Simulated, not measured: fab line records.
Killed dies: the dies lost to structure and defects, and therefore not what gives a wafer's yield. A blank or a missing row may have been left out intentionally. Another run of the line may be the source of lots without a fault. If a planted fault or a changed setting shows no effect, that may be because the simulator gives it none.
fab line records + flow nand-harc
record
- lots=6
- wafers=18
- last-day=25
route steps=1159 shown A_SOURCE_PLATE@414 A_ONON_D1@424 END@1159
lots untouched by any fault: they come from a run of this same line in which no faults occurred
start-h: hours from the record's first day to the start of the lot's first wafer shown + wait-h: time in hours since the lot's previous step + " unchanged from the row above + L1.1+2: a row that stands for several wafers + - value missing, or start not given + * or withheld: withheld + < > ~ a bound
route shown NAME@n: NAME is a module with steps in the file, n the number in the route of the first one + usual: average and standard deviation across the fault-free wafers + same: alike in all rows + chamber/n: place in a boat + sites: each site's reading + _std_site: how widely they spread, as a standard deviation + _edge_site: outer sites' mean less inner sites' + radius-mm: for every site, how far away it sits from the centre of the wafer + mask NAME#n: copy n + behind: the last tool/chamber to shape the wafer + hold: what put the lot on hold/how long, in hours/how the hold closed + device: the n, p or np transistor that did not switch + end of line: at the end of the route, the tests of the same wafers + for a step that has no rows: nothing shown but its recipe + killed: the dies lost at the first sort to structure and to defects; this is not the yield of the wafer + map: the dies of a wafer, with x for killed, . for not killed, _ for no die there
set.NAME: the setting as run; set.NAME@STEP: as run at that earlier step + model.NAME: the simulator's own value behind a step, which no gauge read
lots seen at some steps along the route; tables by step, rows by wafer
services: the hour from which a tool's chamber was out of use, counted from the record's first day as start-h (under 0 if before that day), plus the number of hours and why
## steps
# step NHARC_A_SOURCE_PLATE_SRD_01
# step NHARC_A_SOURCE_PLATE_OXIDE_02
# recipe
- target-thk-a=100
- temp-c=900
- ox-time-s=1362
- material=SiO2
# step NHARC_A_SOURCE_PLATE_THK_MEAS_09
# recipe
- thk-meas-gauge=ellipsometry
# usual
- thk-nm=9.7/0.97
| lot.wafer | tool          | chamber | start-h | wait-h | thk-nm |
|-----------|---------------|---------|---------|--------|--------|
| L561.3    | film-metro-01 | -       | 164.92  | 0.4    | 9.9    |
| L561.4    | "             | -       | "       | "      | 9.5    |
| L561.5    | "             | -       | "       | "      | 10.9   |
| L563.1    | film-metro-01 | -       | 187.66  | 0.4    | 9.2    |
| L563.5    | "             | -       | "       | "      | 10.7   |
| L563.6    | "             | -       | "       | "      | 10.3   |
| L571.1    | film-metro-01 | -       | 219.14  | 0.4    | 8.7    |
| L571.2    | "             | -       | "       | "      | 9.5    |
| L571.4    | "             | -       | "       | "      | 11.3   |
| L569.1    | film-metro-01 | -       | 223.59  | 0.4    | 8.7    |
| L569.2    | "             | -       | "       | "      | 12.1   |
| L569.3    | "             | -       | "       | "      | 9.8    |
| L578.1    | film-metro-01 | -       | 269.72  | 0.4    | 9.4    |
| L578.2    | "             | -       | "       | "      | 11.3   |
| L578.3    | "             | -       | "       | "      | 8.7    |
| L579.3    | film-metro-02 | -       | 281.19  | 0.4    | 9.6    |
| L579.4    | "             | -       | "       | "      | 10.1   |
| L579.6    | "             | -       | "       | "      | 8.7    |
# step NHARC_A_SOURCE_PLATE_PVD_04
# recipe
- target-thk-a=500
- material=WSi2
# step NHARC_A_SOURCE_PLATE_CVD_03
# recipe
- target-thk-a=2000
- temp-c=620
- pressure-mtorr=200
- time-s=4000
- material=poly-Si
# step NHARC_A_SOURCE_PLATE_ANNEAL_05
# recipe
- temp-c=850
- time-s=1800
# step NHARC_A_SOURCE_PLATE_THK_MEAS_06
# recipe
- thk-meas-gauge=ellipsometry
# usual
- thk-nm=199.8/1.5
| lot.wafer | tool          | chamber | start-h | wait-h | thk-nm |
|-----------|---------------|---------|---------|--------|--------|
| L561.3    | film-metro-01 | -       | 178.37  | 0.4    | 202.8  |
| L561.4    | "             | -       | "       | "      | 202.1  |
| L561.5    | "             | -       | "       | "      | 198.3  |
| L563.1    | film-metro-02 | -       | 200.69  | 0.4    | 197.5  |
| L563.5    | "             | -       | "       | "      | 198.0  |
| L563.6    | "             | -       | "       | "      | 199.5  |
| L569.1    | film-metro-01 | -       | 234.02  | 0.4    | 197.3  |
| L569.2    | "             | -       | "       | "      | 198.7  |
| L569.3    | "             | -       | "       | "      | 199.8  |
| L571.1    | film-metro-02 | -       | 234.02  | 0.4    | 201.8  |
| L571.2    | "             | -       | "       | "      | 198.3  |
| L571.4    | "             | -       | "       | "      | 197.7  |
| L578.1    | film-metro-02 | -       | 282.95  | 0.4    | 197.3  |
| L578.2    | "             | -       | "       | "      | 198.7  |
| L578.3    | "             | -       | "       | "      | 198.3  |
| L579.3    | film-metro-01 | -       | 294.01  | 0.4    | 198.9  |
| L579.4    | "             | -       | "       | "      | 201.5  |
| L579.6    | "             | -       | "       | "      | 199.5  |
# step NHARC_A_SOURCE_PLATE_INSPECT_08
# usual
- raw-defect-count=60/32
| lot.wafer | tool              | chamber | start-h | wait-h | raw-defect-count |
|-----------|-------------------|---------|---------|--------|------------------|
| L561.3    | defect-inspect-02 | -       | 178.43  | 0.0    | 53               |
| L561.4    | "                 | -       | "       | "      | 24               |
| L561.5    | "                 | -       | "       | "      | 41               |
| L563.1    | defect-inspect-02 | -       | 200.75  | 0.0    | 32               |
| L563.5    | "                 | -       | "       | "      | 58               |
| L563.6    | "                 | -       | "       | "      | 48               |
| L571.1    | defect-inspect-02 | -       | 234.09  | 0.0    | 31               |
| L571.2    | "                 | -       | "       | "      | 62               |
| L571.4    | "                 | -       | "       | "      | 71               |
| L569.1    | defect-inspect-02 | -       | 234.11  | 0.0    | 71               |
| L569.2    | "                 | -       | "       | "      | 61               |
| L569.3    | "                 | -       | "       | "      | 43               |
| L578.1    | defect-inspect-01 | -       | 283.01  | 0.0    | 36               |
| L578.2    | "                 | -       | "       | "      | 45               |
| L578.3    | "                 | -       | "       | "      | 50               |
| L579.3    | defect-inspect-02 | -       | 294.08  | 0.0    | 43               |
| L579.4    | "                 | -       | "       | "      | 72               |
| L579.6    | "                 | -       | "       | "      | 63               |
# step NHARC_A_ONON_D1_DEP_00
# recipe
- target-thk-a=10000
- n2-flow-sccm=2750
- n2o-flow-sccm=2000
- nh3-flow-sccm=500
- sih4-flow-sccm=210
- temp-c=400
# step NHARC_A_ONON_D1_THK_MEAS_02
# recipe
- thk-meas-gauge=ellipsometry
# usual
- thk-nm=1000/9.3
| lot.wafer | tool          | chamber | start-h | wait-h | thk-nm |
|-----------|---------------|---------|---------|--------|--------|
| L561.3    | film-metro-02 | -       | 179.01  | -      | 1022   |
| L561.4    | "             | -       | "       | "      | 1020   |
| L561.5    | "             | -       | "       | "      | 1022   |
| L563.1    | film-metro-01 | -       | 201.33  | -      | 1003   |
| L563.5    | "             | -       | "       | "      | 1002   |
| L563.6    | "             | -       | "       | "      | 1004   |
| L571.1    | film-metro-02 | -       | 234.66  | -      | 999    |
| L571.2    | "             | -       | "       | "      | 998    |
| L571.4    | "             | -       | "       | "      | 1000   |
| L569.1    | film-metro-01 | -       | 235.02  | -      | 991    |
| L569.2    | "             | -       | "       | "      | 991    |
| L569.3    | "             | -       | "       | "      | 992    |
| L578.1    | film-metro-02 | -       | 283.59  | -      | 1006   |
| L578.2    | "             | -       | "       | "      | 1010   |
| L578.3    | "             | -       | "       | "      | 1007   |
| L579.3    | film-metro-02 | -       | 294.65  | -      | 995    |
| L579.4    | "             | -       | "       | "      | 994    |
| L579.6    | "             | -       | "       | "      | 997    |
# step NHARC_A_ONON_D1_DEP_03
# recipe
- target-thk-a=10000
- n2-flow-sccm=2750
- n2o-flow-sccm=2000
- nh3-flow-sccm=500
- sih4-flow-sccm=210
- temp-c=400
# usual
- nh3-flow-sccm=500.2/1.5
| lot.wafer | tool          | chamber | start-h | wait-h | nh3-flow-sccm |
|-----------|---------------|---------|---------|--------|---------------|
| L561.3    | pecvd-onon-04 | 0       | 179.18  | 0.2    | 498.4         |
| L561.4    | "             | 0       | "       | "      | 499.9         |
| L561.5    | "             | 0       | "       | "      | 501.1         |
| L563.1    | pecvd-onon-03 | 0       | 201.39  | 0.1    | 499.6         |
| L563.5    | "             | 0       | "       | "      | 497.8         |
| L563.6    | "             | 0       | "       | "      | 499.2         |
| L571.1    | pecvd-onon-04 | 0       | 234.72  | 0.1    | 500.1         |
| L571.2    | "             | 0       | "       | "      | 499.9         |
| L571.4    | "             | 0       | "       | "      | 501.0         |
| L569.1    | pecvd-onon-04 | 0       | 235.09  | 0.1    | 499.7         |
| L569.2    | "             | 0       | "       | "      | 501.2         |
| L569.3    | "             | 0       | "       | "      | 502.8         |
| L578.1    | pecvd-onon-03 | 0       | 283.64  | 0.1    | 498.6         |
| L578.2    | "             | 0       | "       | "      | 501.0         |
| L578.3    | "             | 0       | "       | "      | 500.2         |
| L579.3    | pecvd-onon-01 | 0       | 294.82  | 0.2    | 500.0         |
| L579.4    | "             | 0       | "       | "      | 500.7         |
| L579.6    | "             | 0       | "       | "      | 499.3         |
# step NHARC_A_ONON_D1_THK_MEAS_05
# recipe
- thk-meas-gauge=ellipsometry
# usual
- thk-nm=1001/8.4
| lot.wafer | tool          | chamber | start-h | wait-h | thk-nm |
|-----------|---------------|---------|---------|--------|--------|
| L561.3    | film-metro-01 | -       | 179.58  | -      | 1003   |
| L561.4    | "             | -       | "       | "      | 1000   |
| L561.5    | "             | -       | "       | "      | 1000   |
| L563.1    | film-metro-02 | -       | 201.90  | -      | 1001   |
| L563.5    | "             | -       | "       | "      | 1001   |
| L563.6    | "             | -       | "       | "      | 1003   |
| L571.1    | film-metro-01 | -       | 235.23  | -      | 1566   |
| L571.2    | "             | -       | "       | "      | 1566   |
| L571.4    | "             | -       | "       | "      | 1566   |
| L569.1    | film-metro-01 | -       | 235.60  | -      | 1566   |
| L569.2    | "             | -       | "       | "      | 1566   |
| L569.3    | "             | -       | "       | "      | 1566   |
| L578.1    | film-metro-01 | -       | 284.15  | -      | 1001   |
| L578.2    | "             | -       | "       | "      | 1000   |
| L578.3    | "             | -       | "       | "      | 1000   |
| L579.3    | film-metro-01 | -       | 295.22  | -      | 1001   |
| L579.4    | "             | -       | "       | "      | 1000   |
| L579.6    | "             | -       | "       | "      | 1000   |
# step NHARC_A_ONON_D1_DEP_06
# recipe
- target-thk-a=10000
- n2-flow-sccm=2750
- n2o-flow-sccm=2000
- nh3-flow-sccm=500
- sih4-flow-sccm=210
- temp-c=400
# step NHARC_END_SORT_01
# recipe
- temp-c=25
# usual
- killed-at-array=25/9.2
- killed-at-other=0.9/1.3
- killed-at-periphery=3.3/2.3
- killed-dies=29/9.6
- killed-open=3.2/1.8
- killed-short=2/1.4
# same
- gross-dies=677
| lot.wafer | tool      | chamber | start-h | wait-h | killed-at-array | killed-at-other | killed-at-periphery | killed-dies | killed-open | killed-short |
|-----------|-----------|---------|---------|--------|-----------------|-----------------|---------------------|-------------|-------------|--------------|
| L569.1    | prober-01 | 0       | 512.24  | 2.5    | 674             | 2               | 1                   | 677         | 4           | 1            |
| L569.2    | prober-01 | 0       | 513.05  | 2.8    | 674             | 0               | 3                   | 677         | 2           | 2            |
| L569.3    | prober-01 | 0       | 513.86  | 3.1    | 676             | 0               | 1                   | 677         | 4           | 1            |
| L571.1    | prober-01 | 0       | 529.50  | 2.5    | 668             | 6               | 3                   | 677         | 3           | 4            |
| L571.2    | prober-01 | 0       | 530.31  | 2.8    | 670             | 3               | 4                   | 677         | 3           | 3            |
| L571.4    | prober-01 | 0       | 531.91  | 3.4    | 670             | 1               | 6                   | 677         | 3           | 1            |
# killed by level:class
L569.1 A_ONON_D1:area-dep=650 A_CHANNEL_HOLE_D1:chamber-film-flake=6 A_STAIRCASE:chamber-film-flake=5 A_CONTACT:chamber-film-flake=4 A_CONTACT:geometric-particle:open=2 A_SGD_CUT:chamber-film-flake=2 THIN_TSV:chamber-film-flake=2 A_SGD_CUT:geometric-particle:open=1
L569.2 A_ONON_D1:area-dep=657 A_CHANNEL_HOLE_D1:chamber-film-flake=6 A_STAIRCASE:chamber-film-flake=3 A_SGD_CUT:chamber-film-flake=3 A_CONTACT:chamber-film-flake=2 P_M0:geometric-particle:open=1 P_M2:geometric-particle:short=1 A_CHANNEL_FILL_D1:geometric-particle:open=1
L569.3 A_ONON_D1:area-dep=657 A_STAIRCASE:chamber-film-flake=6 A_SGD_CUT:chamber-film-flake=3 A_CONTACT:chamber-film-flake=3 A_ONON_D1:geometric-particle:short=1 A_ONON_D1:geometric-particle:open=1 A_CHANNEL_FILL_D1:geometric-particle:open=1 A_CONTACT:geometric-particle:open=1
L571.1 A_ONON_D1:area-dep=654 THIN_TSV:chamber-film-flake=6 A_CHANNEL_HOLE_D1:chamber-film-flake=3 A_STAIRCASE:chamber-film-flake=3 A_CONTACT:chamber-film-flake=2 P_GATE:geometric-particle:open=1 P_M0:geometric-particle:open=1 A_CHANNEL_FILL_D1:geometric-particle:short=1
L571.2 A_ONON_D1:area-dep=657 A_CHANNEL_HOLE_D1:chamber-film-flake=3 A_STAIRCASE:chamber-film-flake=3 THIN_TSV:chamber-film-flake=3 P_CONTACT:chamber-film-flake=2 P_CONTACT:geometric-particle:open=1 A_CHANNEL_FILL_D1:geometric-particle:open=1 A_CHANNEL_FILL_D1:geometric-particle:short=1
L571.4 A_ONON_D1:area-dep=656 A_CHANNEL_HOLE_D1:chamber-film-flake=5 A_STAIRCASE:chamber-film-flake=3 A_CONTACT:chamber-film-flake=3 P_CONTACT:chamber-film-flake=2 P_GATE:geometric-particle:short=1 P_M0:geometric-particle:open=1 P_M1:geometric-particle:open=1
# map L569.1 (x killed, . not)
____________x____________
_________xxxxxxx_________
_______xxxxxxxxxxx_______
______xxxxxxxxxxxxx______
_____xxxxxxxxxxxxxxx_____
____xxxxxxxxxxxxxxxxx____
____xxxxxxxxxxxxxxxxx____
___xxxxxxxxxxxxxxxxxxx___
___xxxxxxxxxxxxxxxxxxx___
__xxxxxxxxxxxxxxxxxxxxx__
__xxxxxxxxxxxxxxxxxxxxx__
_xxxxxxxxxxxxxxxxxxxxxxx_
_xxxxxxxxxxxxxxxxxxxxxxx_
_xxxxxxxxxxxxxxxxxxxxxxx_
_xxxxxxxxxxxxxxxxxxxxxxx_
_xxxxxxxxxxxxxxxxxxxxxxx_
xxxxxxxxxxxxxxxxxxxxxxxxx
xxxxxxxxxxxxxxxxxxxxxxxxx
xxxxxxxxxxxxxxxxxxxxxxxxx
xxxxxxxxxxxxxxxxxxxxxxxxx
xxxxxxxxxxxxxxxxxxxxxxxxx
_xxxxxxxxxxxxxxxxxxxxxxx_
_xxxxxxxxxxxxxxxxxxxxxxx_
_xxxxxxxxxxxxxxxxxxxxxxx_
_xxxxxxxxxxxxxxxxxxxxxxx_
_xxxxxxxxxxxxxxxxxxxxxxx_
__xxxxxxxxxxxxxxxxxxxxx__
__xxxxxxxxxxxxxxxxxxxxx__
___xxxxxxxxxxxxxxxxxxx___
___xxxxxxxxxxxxxxxxxxx___
____xxxxxxxxxxxxxxxxx____
____xxxxxxxxxxxxxxxxx____
_____xxxxxxxxxxxxxxx_____
______xxxxxxxxxxxxx______
_______xxxxxxxxxxx_______
_________xxxxxxx_________
____________x____________
# map L571.1 (x killed, . not)
____________x____________
_________xxxxxxx_________
_______xxxxxxxxxxx_______
______xxxxxxxxxxxxx______
_____xxxxxxxxxxxxxxx_____
____xxxxxxxxxxxxxxxxx____
____xxxxxxxxxxxxxxxxx____
___xxxxxxxxxxxxxxxxxxx___
___xxxxxxxxxxxxxxxxxxx___
__xxxxxxxxxxxxxxxxxxxxx__
__xxxxxxxxxxxxxxxxxxxxx__
_xxxxxxxxxxxxxxxxxxxxxxx_
_xxxxxxxxxxxxxxxxxxxxxxx_
_xxxxxxxxxxxxxxxxxxxxxxx_
_xxxxxxxxxxxxxxxxxxxxxxx_
_xxxxxxxxxxxxxxxxxxxxxxx_
xxxxxxxxxxxxxxxxxxxxxxxxx
xxxxxxxxxxxxxxxxxxxxxxxxx
xxxxxxxxxxxxxxxxxxxxxxxxx
xxxxxxxxxxxxxxxxxxxxxxxxx
xxxxxxxxxxxxxxxxxxxxxxxxx
_xxxxxxxxxxxxxxxxxxxxxxx_
_xxxxxxxxxxxxxxxxxxxxxxx_
_xxxxxxxxxxxxxxxxxxxxxxx_
_xxxxxxxxxxxxxxxxxxxxxxx_
_xxxxxxxxxxxxxxxxxxxxxxx_
__xxxxxxxxxxxxxxxxxxxxx__
__xxxxxxxxxxxxxxxxxxxxx__
___xxxxxxxxxxxxxxxxxxx___
___xxxxxxxxxxxxxxxxxxx___
____xxxxxxxxxxxxxxxxx____
____xxxxxxxxxxxxxxxxx____
_____xxxxxxxxxxxxxxx_____
______xxxxxxxxxxxxx______
_______xxxxxxxxxxx_______
_________xxxxxxx_________
____________x____________
## services
| tool          | chamber | start-h | hours | kind |
|---------------|---------|---------|-------|------|
| pecvd-onon-01 | -       | 195.00  | 13.0  | pm   |
| pecvd-onon-04 | -       | 237.00  | 13.0  | pm   |
## key
first-sign
- step=NHARC_A_ONON_D1_THK_MEAS_05
- reading=thk-nm
- direction=up
- sigmas=67
- usual=1001
- struck=1566
effect
- step=NHARC_END_SORT_01
- reading=killed-at-array
- direction=up
- sigmas=70
- usual=25
- struck=672
more-kills-born-at
- NHARC_A_ONON_D1_DEP_03@pecvd-onon-04=3931
met-at NHARC_A_ONON_D1_DEP_03
struck-wafers L569.1,L569.2,L569.3,L571.1,L571.2,L571.4
later-rows-left-out L569.1,L569.2,L569.3,L571.1,L571.2,L571.4
tester-left-out L569,L571
onset-between 179.18 234.72
fault
- kind=process-parameter-drift
- tool=pecvd-onon-04
- chamber=0
- onset-h=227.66
- steps=NHARC_A_ONON_D1_DEP_03
- channel=target-thk-a
- offset=*
- shape=step
- end-h=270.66
- acts-in=*
- stated=*
# tester-left-out: of these lots the tester's yield and bins aren't shown, on N5 and GAA mostly nor the transistor test; their killed dies are dies lost to structure and defects alone, not to doping, threshold or leakage, so they don't give the yield
# later-rows-left-out: the simulator's readings of these wafers behind a module that went badly wrong aren't trusted and aren't shown, but for the sort
